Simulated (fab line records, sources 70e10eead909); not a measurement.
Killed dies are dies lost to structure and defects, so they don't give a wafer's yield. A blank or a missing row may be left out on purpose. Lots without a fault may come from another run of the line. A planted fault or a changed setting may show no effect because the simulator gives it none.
Which tool did it? | flow nand_harc | 11 lots, 33 wafers sampled, at 4 steps of a route of 1302

WHAT THE GAUGES READ, wafer by wafer
NHARC_A_DECK1_JOINT_THK_MEAS_17: measures by ellipsometry.
lot  | measured     | on            | thk_nm (nm)
L165 | day 12 22:51 | film_metro-02 | 44.2 48.0 44.8
L164 | day 12 22:42 | film_metro-02 | 47.0 43.4 45.6
L167 | day 13 19:33 | film_metro-01 | 44.0 43.4 43.3
L168 | day 13 19:35 | film_metro-02 | 44.7 45.6 46.8
L172 | day 15 22:04 | film_metro-02 | 43.5 44.4 42.9
L173 | day 16 04:37 | film_metro-02 | 48.1 45.3 47.5
L176 | day 17 08:26 | film_metro-01 | 44.9 44.9 45.4 43.1 45.6 45.2
L182 | day 19 22:41 | film_metro-01 | 43.5 45.3 44.8
L184 | day 20 13:22 | film_metro-01 | 46.2 44.6 45.6
L186 | day 21 17:29 | film_metro-01 | 45.3 46.0 43.7
L187 | day 21 23:10 | film_metro-02 | 46.7 45.3 44.4

WHICH TOOL RAN EACH LOT (tool, then ch and the chambers of the sampled wafers, then the start)
lot  | NHARC_A_CHANNEL_HOLE_D1_STRIP_27              | NHARC_A_CHANNEL_FILL_D1_STRIP_29              | NHARC_A_DECK1_JOINT_DEP_16
L165 | rie_diel-09 ch 1,3, day 12 22:36 or earlier   | rie_diel-05 ch 2,3, day 12 22:36 or earlier   | pecvd-02 ch 0,1,2, day 12 22:36
L164 | rie_diel-09 ch 1,2, day 12 22:25 or earlier   | rie_diel-06 ch 2,3, day 12 22:25 or earlier   | pecvd-04 ch 0,1,2, day 12 22:25
L167 | rie_diel-08 ch 0,1,2, day 13 19:16 or earlier | rie_diel-05 ch 0,2,3, day 13 19:16 or earlier | pecvd-02 ch 0,1,2, day 13 19:16
L168 | rie_diel-09 ch 0,1,3, day 13 19:18 or earlier | rie_diel-06 ch 1,2, day 13 19:18 or earlier   | pecvd-04 ch 0,1,2, day 13 19:18
L172 | rie_diel-08 ch 0,1,3, day 15 21:51 or earlier | rie_diel-01 ch 1,3, day 15 21:51 or earlier   | pecvd-04 ch 1,2, day 15 21:51
L173 | rie_diel-08 ch 1,3, day 16 04:20 or earlier   | rie_diel-01 ch 0,1,3, day 16 04:20 or earlier | pecvd-04 ch 1,2, day 16 04:20
L176 | rie_diel-08 ch 0,2, day 17 08:09 or earlier   | rie_diel-05 ch 0,2,3, day 17 08:09 or earlier | pecvd-04 ch 0,1, day 17 08:09
L182 | rie_diel-03 ch 0,1,3, day 19 22:24 or earlier | rie_diel-06 ch 0,1, day 19 22:24 or earlier   | pecvd-01 ch 0,1,2, day 19 22:24
L184 | rie_diel-03 ch 0,2,3, day 18 19:07 or earlier | rie_diel-06 ch 2,3, day 18 19:07              | pecvd-04 ch 0,2, day 20 13:05
L186 | rie_diel-08 ch 0,1,3, day 21 17:13 or earlier | rie_diel-01 ch 1,2,3, day 21 17:13 or earlier | pecvd-04 ch 0,1,2, day 21 17:13
L187 | rie_diel-08 ch 1,2,3, day 21 22:53 or earlier | rie_diel-05 ch 1,2, day 21 22:53 or earlier   | pecvd-04 ch 1,2, day 21 22:53
- NHARC_A_CHANNEL_HOLE_D1_STRIP_27: strips in O2.
- NHARC_A_CHANNEL_FILL_D1_STRIP_29: strips in O2, time 20 s.
- NHARC_A_DECK1_JOINT_DEP_16: deposits SiO2, target thk 45 nm.

THE ANSWER, worked out from the rows above alone
Rule: what is usual is taken from the lots themselves. Put in order of their means at a reading, lots are off if they are a third of the lots or fewer, leave a main group of 4 or more, and stand apart from it by a gap of 3 or more times the standard deviation of the main group's means; of several such gaps the widest counts. A main group whose means are all the same, to the digits that the tables above print for the reading, isn't used. A lot without any number at a reading at which 4 lots or more have one is off too. The other lots that the step has rows for count as sound.
No lot is off at any reading shown: from this, nothing can be told.

WHAT THE SIMULATOR HAD PUT IN
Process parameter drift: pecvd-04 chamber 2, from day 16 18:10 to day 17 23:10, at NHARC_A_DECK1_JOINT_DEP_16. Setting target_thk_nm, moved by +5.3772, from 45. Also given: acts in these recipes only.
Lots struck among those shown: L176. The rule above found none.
